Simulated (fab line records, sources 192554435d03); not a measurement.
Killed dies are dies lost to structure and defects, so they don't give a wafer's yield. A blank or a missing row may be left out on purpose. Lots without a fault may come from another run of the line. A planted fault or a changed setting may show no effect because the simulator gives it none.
Chamber matching | flow n5_finfet | N5_BEOL_M4_STRIP_36 on rie_diel-04: 4 sister chambers
The step strips in N2/H2. 16 wafers are shown with their chamber, then 8 later ones without.

WAFERS WITH THEIR CHAMBER
wafer  | chamber | throttle_valve_pct (%) | drypump_motor_current_A (A) | showerhead_plenum_p_Torr (Torr)
L075.2 | 3       | 23.26                  | 6.5                         | 2.63
L075.3 | 0       | 23.49                  | 6.4                         | 2.71
L075.4 | 2       | 24.29                  | 5.5                         | 2.62
L076.1 | 3       | 23.26                  | 6.5                         | 2.63
L076.2 | 1       | 23.11                  | 5.4                         | 2.55
L076.4 | 0       | 23.49                  | 6.4                         | 2.71
L080.3 | 1       | 23.10                  | 5.3                         | 2.55
L080.5 | 2       | 24.30                  | 5.4                         | 2.62
L080.6 | 1       | 23.15                  | 5.3                         | 2.55
L085.2 | 2       | 24.36                  | 5.5                         | 2.61
L085.3 | 1       | 23.15                  | 5.3                         | 2.54
L085.6 | 0       | 23.51                  | 6.4                         | 2.70
L087.2 | 3       | 23.26                  | 6.5                         | 2.62
L087.3 | 1       | 23.16                  | 5.3                         | 2.54
L087.5 | 3       | 23.24                  | 6.5                         | 2.62
L089.2 | 0       | 23.51                  | 6.4                         | 2.69

SIGNATURES (means of the wafers above)
reading                  | chamber 0 | chamber 1 | chamber 2 | chamber 3 | scatter within a chamber
throttle_valve_pct       | 23.5000   | 23.1340   | 24.3167   | 23.2550   | 0.0232
drypump_motor_current_A  | 6.400     | 5.320     | 5.467     | 6.500     | 0.035
showerhead_plenum_p_Torr | 2.7025    | 2.5460    | 2.6167    | 2.6250    | 0.00684
Rule: a wafer's distance from a chamber is the root of the sum, over the readings, of the square of ((its reading less the chamber's mean) divided by the reading's scatter). The wafer belongs to the nearest chamber; if the next one is less than 2 further off, it can't be placed. The scatter: the root of (the sum of the squares of (reading less its chamber's mean) over the shown wafers, divided by (wafers less chambers)).

WAFERS WITHOUT THEIR CHAMBER
wafer  | throttle_valve_pct (%) | drypump_motor_current_A (A) | showerhead_plenum_p_Torr (Torr)
L089.4 | 23.16                  | 5.3                         | 2.54
L089.5 | 23.53                  | 6.4                         | 2.69
L092.1 | 23.21                  | 5.3                         | 2.54
L092.2 | 23.29                  | 6.5                         | 2.61
L092.5 | 23.16                  | 5.3                         | 2.54
L097.4 | 23.18                  | 5.3                         | 2.53
L097.5 | 23.29                  | 6.5                         | 2.61
L097.6 | 24.00                  | 5.4                         | 2.60

WHICH CHAMBER EACH WENT THROUGH
wafer  | from the rows above | in truth
L089.4 | 1                   | 1
L089.5 | 0                   | 0
L092.1 | 1                   | 1
L092.2 | 3                   | 3
L092.5 | 1                   | 1
L097.4 | 1                   | 1
L097.5 | 3                   | 3
L097.6 | 2                   | 2
Placed correctly: 8 of 8. Can't be placed from these rows: 0. Placed wrongly: 0.
